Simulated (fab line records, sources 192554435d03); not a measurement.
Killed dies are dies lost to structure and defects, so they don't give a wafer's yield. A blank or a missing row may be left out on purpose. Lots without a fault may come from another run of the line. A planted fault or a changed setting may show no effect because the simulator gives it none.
A struck lot beside a sound one | flow n5_finfet | 15 steps out of a route of 1938
Sound: wafers L550.1, L550.2, L550.5. Struck: wafers L560.1, L560.2, L560.6. The cause comes at the end.
At each step with rows: each side's tool, then ch and its chambers, then its first start. Under that, the readings that differ: sound wafers | struck wafers | difference of the means | sigmas: that difference in standard deviations of wafers without a fault.
alike: readings whose means differ by less than 2 such deviations, and words and numbers that are the same on both sides. not compared: withheld readings, readings that some wafer has no value for, bounds like >300 that may hide the same value, and numbers for which the record gives no deviation and whose values overlap.
The two part at a step that has a row with sigmas, a row that says differs or no value, or rows on one side only. Numbers that don't overlap but have no deviation are shown without sigmas and don't part them. A reading that every wafer of one side lacks parts them only if that side has two wafers or more.

first, 8 steps without rows for these wafers: N5_MIM_BOT_LITHO_HMDS_01 (time 60 s); N5_MIM_BOT_LITHO_COAT_02; N5_MIM_BOT_LITHO_EBR_04; N5_MIM_BOT_LITHO_SOFTBAKE_03 (time 90 s); N5_MIM_BOT_LITHO_EXPOSE_05 (exposes mask MIM BOT); N5_MIM_BOT_LITHO_PEB_06; N5_MIM_BOT_LITHO_DEVELOP_07 (develop time 60 s); N5_MIM_BOT_LITHO_HARDBAKE_09 (time 120 s).
N5_MIM_BOT_LITHO_CD_MEAS_08: target cd 3000 nm.
  sound on cd_sem-01 ch 0, day 12 13:59; struck on cd_sem-01 ch 0, day 15 07:44
  alike: cd_nm
N5_MIM_BOT_LITHO_OVL_MEAS_11:
  sound on overlay-02 ch 0, day 12 14:01; struck on overlay-01 ch 0, day 15 07:46
  alike: MIM_BOT_OVL
N5_MIM_BOT_LITHO_INSPECT_12: inspects for defects (macro).
  sound on defect_inspect-02, day 12 14:02; struck on defect_inspect-02, day 15 07:47
  alike: raw_defect_count
N5_MIM_BOT_LITHO_DESCUM_10: chemistry O2, time 7.9 s.
  sound on rie_diel-02 ch 0,1, day 12 14:04; struck on rie_diel-02 ch 1,2, day 15 07:50
  alike: drypump_motor_current_A, oes_product_au, rf_vpp_V, showerhead_plenum_p_Torr, throttle_valve_pct
  not compared: rf_hours_counter_h
N5_MIM_BOT_ETCH_ETCH_04: etches SiNx in CF4/O2, target depth 26 nm, time 13 s.
  sound on rie_diel-02 ch 0,1, day 12 14:08; struck on rie_diel-02 ch 1,2, day 15 07:54
  reading                         | sound             | struck            | difference | sigmas
  cf4_flow_sccm (sccm)            | 99.7 100.0 100.4  | 70.7 70.1 70.9    | -29.5      | -98
  oes_o_777_au (a.u.)             | 0.76 0.70 0.70    | 1.02 1.00 1.02    | +0.29      | +3
  rf_vpp_V (V)                    | 239.5 242.6 240.8 | 232.4 230.1 233.9 | -8.8       | -4
  showerhead_plenum_p_Torr (Torr) | 2.12 2.19 2.19    | 1.97 1.97 1.97    | -0.20      | -6
  throttle_valve_pct (%)          | 16.05 15.90 15.90 | 14.73 15.33 14.74 | -1.02      | -4
  model.etch.depth_nm (nm)        | 26.22 25.87 25.56 | 24.48 23.94 24.54 | -1.56      |
  alike: drypump_motor_current_A, oes_product_au
  not compared: rf_hours_counter_h
N5_MIM_BOT_ETCH_ETCH_03: etches the open film in Cl2/BCl3, target depth 12 nm.
  sound on rie_metal-01 ch 0,1, day 12 14:13; struck on rie_metal-01 ch 0,1, day 15 07:59
  alike: drypump_motor_current_A, oes_product_au, throttle_valve_pct
  not compared: rf_hours_counter_h
then, 1 step without rows for these wafers: N5_PASSIVATION_PROBE_49.

WHERE THEY PART
Only at N5_MIM_BOT_ETCH_ETCH_04, within this record. Later steps at which nothing parts them and some readings are alike: N5_MIM_BOT_ETCH_ETCH_03.

WHY: what the simulator had put in
Process parameter drift: rie_diel-02, from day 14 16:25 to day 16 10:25, at N5_MIM_BOT_ETCH_ETCH_04. Setting cf4_flow_sccm, moved by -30, from 100. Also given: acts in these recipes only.
